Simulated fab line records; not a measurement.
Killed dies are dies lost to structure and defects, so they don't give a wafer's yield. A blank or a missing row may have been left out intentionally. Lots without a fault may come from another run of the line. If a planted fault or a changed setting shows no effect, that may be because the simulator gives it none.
Which of the tools did it? -- flow n5Finfet -- 9 lots with 27 wafers sampled at 6 steps, on a route of 1938 steps

WHAT THE GAUGES SHOWED, per wafer
N5_BEOL_M4_RC_MEAS_101. Usual: DIBL_N 36.0 mV/V, standard deviation 1.4; DIBL_P 36.1 mV/V, standard deviation 1.4; IOFF_N 0.153 nA/um, standard deviation 0.02; IOFF_P 0.211 nA/um, standard deviation 0.026; ION_N 673 uA/um, standard deviation 8.7; ION_P 463 uA/um, standard deviation 6.7; SS_N 71.5 mV/dec, standard deviation 0.5; SS_P 73.3 mV/dec, standard deviation 0.54; VT_N 250.1 mV, standard deviation 2.4; VT_P -250.2 mV, standard deviation 2.9.
lot,measured,on,DIBL_N (mV/V),DIBL_P (mV/V),IOFF_N (nA/um),IOFF_P (nA/um),ION_N (uA/um),ION_P (uA/um),SS_N (mV/dec),SS_P (mV/dec),VT_N (mV),VT_P (mV),flag
L124,day 8 12:46,prober-01,36.9 34.7 35.8,35.7 33.8 34.9,0.169 0.130 0.143,0.195 0.173 0.187,674 668 673,459 460 456,72.0 71.6 71.6,73.6 72.5 73.9,250.0 255.9 253.5,-252.6 -253.0 -253.9,
L130,day 10 14:56,prober-01,34.6 34.5 35.4,35.6 34.9 36.6,0.142 0.141 0.153,0.207 0.189 0.216,669 669 672,465 454 465,71.8 71.3 71.6,73.1 73.5 73.7,251.7 252.4 249.5,-248.8 -252.2 -251.7,
L136,day 12 06:34,prober-02,36.3 39.0 38.2,34.9 38.9 37.0,0.140 0.194 0.165,0.200 0.270 0.248,671 686 676,461 473 471,71.4 72.1 71.9,73.5 73.7 74.3,251.0 246.8 247.8,-252.4 -247.8 -247.6,
L137,day 12 07:57,prober-02,38.1 35.8 36.0,38.3 35.9 36.6,0.197 0.165 0.167,0.275 0.225 0.232,691 683 679,467 473 468,72.3 72.1 71.6,74.0 73.4 73.6,248.2 246.7 246.9,-244.3 -250.4 -249.3,
L141,day 12 16:48,prober-02,37.8 36.3 35.1,37.3 35.2 33.9,0.176 0.149 0.128,0.246 0.212 0.191,677 681 663,463 464 456,71.3 71.2 70.4,74.0 72.4 72.5,246.6 250.1 251.8,-247.6 -247.3 -249.2,
L139,day 13 03:16,prober-01,37.0 36.8 36.0,36.9 36.3 35.9,0.184 0.175 0.165,0.281 0.255 0.241,697 691 681,482 478 467,71.4 71.3 71.2,73.5 73.3 73.2,244.1 244.7 248.3,-239.9 -242.6 -243.3,
L142,day 13 13:52,prober-01,35.8 36.2 35.2,35.7 34.8 34.3,0.150 0.147 0.133,0.221 0.208 0.194,679 670 660,477 462 463,71.8 71.2 71.2,73.2 73.2 72.6,247.9 248.4 251.4,-248.5 -249.6 -251.8,
L145,day 13 19:11,prober-01,35.5 35.1 36.6,34.3 34.3 35.9,0.139 0.139 0.153,0.185 0.189 0.216,659 669 662,456 459 462,71.2 71.4 71.1,72.3 72.9 72.4,250.1 253.1 252.1,-250.4 -250.0 -251.4,
L144,day 15 11:11,prober-02,34.5 33.6 34.5,36.3 33.6 35.7,0.150 0.121 0.142,0.208 0.162 0.187,664 659 665,459 449 454,70.8 70.5 70.2,73.9 73.1 72.9,246.7 250.9 249.3,-250.5 -253.8 -254.0,

EACH LOT AND THE TOOL THAT RAN IT (in order: tool; ch and the chambers of the sampled wafers; start)
lot,N5_BEOL_M3_SPUTTER_88,N5_BEOL_M3_SPUTTER_94,N5_BEOL_M4_PECVD_72,N5_BEOL_M4_HM_DEP_02,N5_BEOL_M4_CMP_52
L124,"pvdSputter-02, day 7 11:32","pvdSputter-02, day 7 12:12","pecvd-04 ch 0,1, day 7 13:57","pvdSputter-02, day 7 15:37","cmp-03 ch 0,1,2, day 8 12:02"
L130,"pvdSputter-02, day 10 06:18","pvdSputter-02, day 10 06:58","pecvd-01 ch 0,2, day 10 08:25","pvdSputter-02, day 10 08:29","cmp-02 ch 1,2,3, day 10 14:13"
L136,"pvdSputter-02, day 11 01:00","pvdSputter-02, day 11 01:40","pecvd-01 ch 0,1, day 11 07:59","pvdSputter-03, day 11 08:46","cmp-02 ch 2,3, day 12 04:59"
L137,"pvdSputter-03, day 11 12:19","pvdSputter-03, day 11 12:59","pecvd-04 ch 0,1, day 11 14:26","pvdSputter-02, day 11 14:50","cmp-02 ch 2,3, day 12 05:50"
L141,"pvdSputter-02, day 11 16:25","pvdSputter-02, day 11 17:05","pecvd-02 ch 0,1, day 11 18:31","pvdSputter-03, day 11 19:05","cmp-03 ch 1,2,3, day 12 16:11"
L139,"pvdSputter-03, day 12 01:10","pvdSputter-03, day 12 01:50","pecvd-01 ch 0,1,2, day 12 03:16","pvdSputter-01, day 12 05:46","cmp-03 ch 1,2,3, day 13 02:37"
L142,"pvdSputter-02, day 12 20:08","pvdSputter-02, day 12 20:47","pecvd-01 ch 0,2, day 12 22:14","pvdSputter-03, day 12 22:56","cmp-02 ch 0,2,3, day 13 13:20"
L145,"pvdSputter-02, day 13 00:43","pvdSputter-02, day 13 01:22","pecvd-01 ch 0,1,2, day 13 02:49","pvdSputter-01, day 13 05:01","cmp-03 ch 1,2, day 13 18:28"
L144,"pvdSputter-03, day 13 16:45","pvdSputter-03, day 13 17:25","pecvd-02 ch 1,2, day 13 18:51","pvdSputter-01, day 13 20:29","cmp-02 ch 2,3, day 15 10:25"
- N5_BEOL_M3_SPUTTER_88: material Cu, target thk 4.5 nm, time 8.29 s.
- N5_BEOL_M3_SPUTTER_94: material Cu, target thk 4.5 nm, time 8.29 s.
- N5_BEOL_M4_PECVD_72: deposits SiO2 from TEOS/O2, target thk 16 nm, time 18 s.
- N5_BEOL_M4_HM_DEP_02: deposits TiN, target thk 20 nm.
- N5_BEOL_M4_CMP_52: polishes, stops on SiOC, t overpolish 6.8 s, target thk 40 nm.

WHAT THE TOOLS THEMSELVES READ (means of the sampled wafers that have a number; where no wafer has one, the mark that the record gives instead)
N5_BEOL_M3_SPUTTER_88. Usual: chuckSensorTempC -16.0 C, standard deviation 0.57; throttleValvePct 30.0 %, standard deviation 0.84.
lot,tool,chuckSensorTempC (C),throttleValvePct (%),flag
L124,pvdSputter-02,-15.6,29.4,
L130,pvdSputter-02,-15.6,30.3,
L136,pvdSputter-02,-15.7,29.7,
L137,pvdSputter-03,-16.1,29.6,
L141,pvdSputter-02,-16.0,29.5,
L139,pvdSputter-03,-16.2,29.7,
L142,pvdSputter-02,-16.0,29.0,
L145,pvdSputter-02,-15.2,30.0,
L144,pvdSputter-03,-16.4,30.2,

N5_BEOL_M3_SPUTTER_94. Usual: chuckSensorTempC -16.0 C, standard deviation 0.54; throttleValvePct 30.0 %, standard deviation 0.84.
lot,tool,chuckSensorTempC (C),throttleValvePct (%),flag
L124,pvdSputter-02,-15.7,29.2,
L130,pvdSputter-02,-15.7,30.3,
L136,pvdSputter-02,-15.9,29.8,
L137,pvdSputter-03,-16.1,29.6,
L141,pvdSputter-02,-15.9,29.5,
L139,pvdSputter-03,-16.4,29.8,
L142,pvdSputter-02,-16.1,28.9,
L145,pvdSputter-02,-15.4,30.2,
L144,pvdSputter-03,-16.5,30.4,

N5_BEOL_M4_PECVD_72. Usual: heaterPowerW 773 W, standard deviation 110; showerheadPlenumPTorr 8.76 Torr, standard deviation 0.095; susceptorTempC 399.99 C, standard deviation 0.24; throttleValvePct 22.7 %, standard deviation 1.4.
lot,tool,heaterPowerW (W),showerheadPlenumPTorr (Torr),susceptorTempC (C),throttleValvePct (%),flag
L124,pecvd-04,705,8.75,400.14,22.7,
L130,pecvd-01,817,8.65,399.97,22.2,
L136,pecvd-01,766,8.76,400.22,23.4,
L137,pecvd-04,711,8.76,399.79,22.8,
L141,pecvd-02,694,8.83,400.16,23.3,
L139,pecvd-01,790,8.71,400.00,22.8,
L142,pecvd-01,784,8.61,421.64,23.7,OFF
L145,pecvd-01,819,8.70,410.66,22.8,OFF
L144,pecvd-02,927,8.82,399.99,22.4,

N5_BEOL_M4_HM_DEP_02. Usual: throttleValvePct 30.0 %, standard deviation 0.82.
lot,tool,throttleValvePct (%),flag
L124,pvdSputter-02,29.3,
L130,pvdSputter-02,30.4,
L136,pvdSputter-03,30.5,
L137,pvdSputter-02,30.0,
L141,pvdSputter-03,30.3,
L139,pvdSputter-01,30.0,
L142,pvdSputter-03,30.3,
L145,pvdSputter-01,30.5,
L144,pvdSputter-01,30.0,

N5_BEOL_M4_CMP_52. Usual: barrierFieldEndpointS 24.7 s, standard deviation 0.55; edgeZonePressureFrac 1.000, standard deviation 0.005; motorCurrentA 6.3 A, standard deviation 0.62.
lot,tool,barrierFieldEndpointS (s),edgeZonePressureFrac,motorCurrentA (A),flag
L124,cmp-03,24.9,1.002,6.0,
L130,cmp-02,24.4,1.000,6.5,
L136,cmp-02,25.0,1.002,6.0,
L137,cmp-02,24.7,1.004,5.7,
L141,cmp-03,25.3,0.998,6.4,
L139,cmp-03,23.8,1.003,6.4,
L142,cmp-02,22.1,1.004,6.0,OFF
L145,cmp-03,22.4,1.000,6.2,OFF
L144,cmp-02,24.3,1.004,5.9,

THE ANSWER, worked out from the rows above alone
Rule: a lot counts as off when the mean over its wafers that have a number is more than 3 standard deviations away from the usual mean. Also off: a lot with no number at a reading for which 4 or more lots have one. All remaining lots with rows at the step are treated as sound. Order of review: gauges by route order, followed by the tools' own readings, for which a lot's mean as printed above is used. The first step at which some lot is off is used, and at that step the reading that is off furthest; a lot without a number counts as furthest.
Off: L142, L145 (N5_BEOL_M4_PECVD_72, susceptorTempC).
A tool fits if, at that step or a process step before it, it ran every lot that is off, and no sound lot after the first of them. 2 tools fit, pvdSputter-02 at N5_BEOL_M3_SPUTTER_88 and N5_BEOL_M3_SPUTTER_94 and pecvd-01 at N5_BEOL_M4_PECVD_72, so this cannot tell which one it is.

WHAT THE SIMULATOR HAD PUT IN
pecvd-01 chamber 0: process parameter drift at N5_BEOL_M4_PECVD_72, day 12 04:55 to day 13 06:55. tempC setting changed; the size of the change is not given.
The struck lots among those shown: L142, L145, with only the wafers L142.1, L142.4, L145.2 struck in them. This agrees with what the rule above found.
